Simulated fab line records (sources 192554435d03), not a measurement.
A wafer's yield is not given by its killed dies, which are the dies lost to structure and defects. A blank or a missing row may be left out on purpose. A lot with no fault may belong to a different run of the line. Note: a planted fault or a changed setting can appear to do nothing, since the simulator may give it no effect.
Lot-split experiment | flow n5-finfet | 7 lots, 39 wafers read, on a route of 1938 steps

== ABOUT THE SPLIT ==
At N5_HKMG_FIN_EXPOSE_09 (exposes mask NWFM), the setting dose-mj was moved away from the recipe's 39.25 on 12 of the 39 wafers read, by -7.0% to +6.2%. This setting was run at the recipe's value on the other wafers.

== FROM THE SPLIT TO THE READING: what the file shows between them, 2 steps ==
- N5_HKMG_FIN_PEB_10: peb time 60 s
- N5_HKMG_FIN_DEVELOP_11: develop time 30 s

== THE READING ==
At N5_HKMG_FIN_CD_MEAS_12: cd-nm in nanometres, against a target cd of 92.8 nm. Fault-free wafers of this fab line usually give 92.8 nm, standard deviation 0.54 nm.

wafer  | tool, chamber at the split | dose-mj as run | against the recipe | cd-nm, nm | against lot-mates on the recipe
L075.1 | arfi-scanner-01, 0         | 39.25          | recipe             | 93.0      | -
L075.2 | arfi-scanner-01, 0         | 39.25          | recipe             | 94.0      | -
L075.3 | arfi-scanner-01, 0         | 39.25          | recipe             | 93.4      | -
L075.4 | arfi-scanner-01, 0         | 36.52          | -7.0%              | 88.5      | -5.0
L075.5 | arfi-scanner-01, 0         | 36.52          | -7.0%              | 88.6      | -4.9
L075.6 | arfi-scanner-01, 0         | 36.52          | -7.0%              | 88.6      | -4.9
L078.1 | arfi-scanner-02, 0         | 39.25          | recipe             | 93.4      | -
L078.2 | arfi-scanner-02, 0         | 39.25          | recipe             | 92.5      | -
L078.3 | arfi-scanner-02, 0         | 39.25          | recipe             | 92.8      | -
L078.4 | arfi-scanner-02, 0         | 39.25          | recipe             | 92.8      | -
L078.5 | arfi-scanner-02, 0         | 39.25          | recipe             | 92.7      | -
L078.6 | arfi-scanner-02, 0         | 39.25          | recipe             | 92.8      | -
L083.1 | arfi-scanner-01, 0         | 41.67          | +6.2%              | 96.7      | +4.0
L083.2 | arfi-scanner-01, 0         | 39.25          | recipe             | 92.4      | -
L083.3 | arfi-scanner-01, 0         | 41.67          | +6.2%              | 96.4      | +3.7
L083.4 | arfi-scanner-01, 0         | 39.25          | recipe             | 92.6      | -
L083.5 | arfi-scanner-01, 0         | 41.67          | +6.2%              | 96.5      | +3.8
L083.6 | arfi-scanner-01, 0         | 39.25          | recipe             | 93.1      | -
L089.1 | arfi-scanner-02, 0         | 38             | -3.2%              | 90.4      | -2.0
L089.2 | arfi-scanner-02, 0         | 39.25          | recipe             | 92.0      | -
L089.3 | arfi-scanner-02, 0         | 38             | -3.2%              | 90.2      | -2.2
L089.4 | arfi-scanner-02, 0         | 39.25          | recipe             | 92.9      | -
L089.5 | arfi-scanner-02, 0         | 38             | -3.2%              | 90.5      | -1.9
L089.6 | arfi-scanner-02, 0         | 39.25          | recipe             | 92.3      | -
L090.1 | arfi-scanner-01, 0         | 39.25          | recipe             | 91.5      | -
L090.2 | arfi-scanner-01, 0         | 39.25          | recipe             | 91.1      | -
L090.3 | arfi-scanner-01, 0         | 39.25          | recipe             | 91.1      | -
L090.4 | arfi-scanner-01, 0         | 39.25          | recipe             | 92.5      | -
L090.5 | arfi-scanner-01, 0         | 39.25          | recipe             | 91.9      | -
L090.6 | arfi-scanner-01, 0         | 39.25          | recipe             | 92.0      | -
L093.4 | arfi-scanner-03, 0         | 39.25          | recipe             | 93.3      | -
L093.5 | arfi-scanner-03, 0         | 39.25          | recipe             | 92.8      | -
L093.6 | arfi-scanner-03, 0         | 39.25          | recipe             | 92.9      | -
L095.1 | arfi-scanner-03, 0         | 39.25          | recipe             | 93.5      | -
L095.2 | arfi-scanner-03, 0         | 36.91          | -6.0%              | 89.7      | -4.0
L095.3 | arfi-scanner-03, 0         | 36.91          | -6.0%              | 89.6      | -4.1
L095.4 | arfi-scanner-03, 0         | 39.25          | recipe             | 93.5      | -
L095.5 | arfi-scanner-03, 0         | 36.91          | -6.0%              | 90.1      | -3.6
L095.6 | arfi-scanner-03, 0         | 39.25          | recipe             | 94.2      | -

FIT RESULTS
A straight line over all 39 wafers: cd-nm changes by +0.586 nm for each +1% of dose-mj; r = +0.94; the points scatter about the line by 0.69 nm.
The same after taking each lot's own level away (the mean of its wafers on the recipe; 39 wafers): +0.661 nm for each +1%; r = +0.99; scatter 0.34 nm.
According to that fit, moving dose-mj by its largest amount changes the reading by 4.6 nm.
From 91.68 to 93.73 nm: that is the span of the lots' own levels, equal to 3.8 times the standard deviation above.
Thus the slope moves with the lot-to-lot level: the two fits are different.
Check: with one of the wafers moved furthest among these (-7.0%) left out of the fit, the line predicts -4.58 nm for it against its lot-mates. Against them it came out at -4.97 nm.

== OTHER SPLITS APPLIED TO THESE WAFERS ==
Other splits were also applied to these wafers ahead of the reading. Each is held against what the fit with the lots' levels taken away leaves over:
other split on the same wafers     | wafers away from the commonest value | r with cd-nm (lot level and that fit taken away)
N5_DUMMY_GATE_ETCH_32 time-s       | 9                                    | +0.19
N5_SD_EPI_N_EXPOSE_06 dose-mj      | 15                                   | +0.10
N5_SD_EPI_P_ETCH_16 target-depth-a | 18                                   | +0.40
N5_HKMG_FIN_ETCH_58 target-depth-a | 15                                   | -0.15

== THE FILE'S OWN FIT ==
cd-nm changes by +0.664 nm for each +1% of dose-mj, r = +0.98.
